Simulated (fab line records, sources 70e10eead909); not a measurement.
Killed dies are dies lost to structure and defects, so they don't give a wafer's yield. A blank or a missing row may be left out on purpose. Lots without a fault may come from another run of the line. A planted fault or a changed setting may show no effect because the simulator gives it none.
Chamber matching | flow nand_harc | NHARC_P_CONTACT_ALD_22 on ald_metal-03: 4 sister chambers
The step deposits TiN, target thk 3 nm, pulse time 1 s, ald cycles 150. 4 wafers are shown with their chamber, then 7 later ones without.

WAFERS WITH THEIR CHAMBER
wafer  | chamber | heater_power_w (W)
L081.1 | 0       | 834
L085.4 | 2       | 1081
L089.3 | 3       | 1115
L089.4 | 1       | 1228

WAFERS WITHOUT THEIR CHAMBER
wafer  | heater_power_w (W)
L089.5 | 1125
L094.1 | 1134
L094.4 | 829
L094.5 | 1135
L095.2 | 1135
L095.5 | 1181
L095.6 | 1103

WHICH CHAMBER EACH WENT THROUGH
wafer  | from the rows above     | in truth
L089.5 | can't be placed: 3 or 2 | 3
L094.1 | can't be placed: 3 or 2 | 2
L094.4 | 0                       | 0
L094.5 | can't be placed: 3 or 2 | 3
L095.2 | can't be placed: 3 or 2 | 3
L095.5 | can't be placed: 1 or 3 | 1
L095.6 | can't be placed: 3 or 2 | 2
Placed correctly: 1 of 7. Can't be placed from these rows: 6 (the true chamber is among the candidates in 6). Placed wrongly: 0.
How it was worked out, from the rows above alone: a wafer's distance from a chamber is the root of the sum, over the readings, of the square of ((its reading less the chamber's mean) divided by the reading's scatter). The wafer belongs to the nearest chamber; if the next one is less than 2 further off, it can't be placed. A chamber's mean is the mean of its shown wafers. The scatter: with one shown wafer a chamber, the root of the mean of the squares of how far each hidden wafer lies from its nearest shown one.
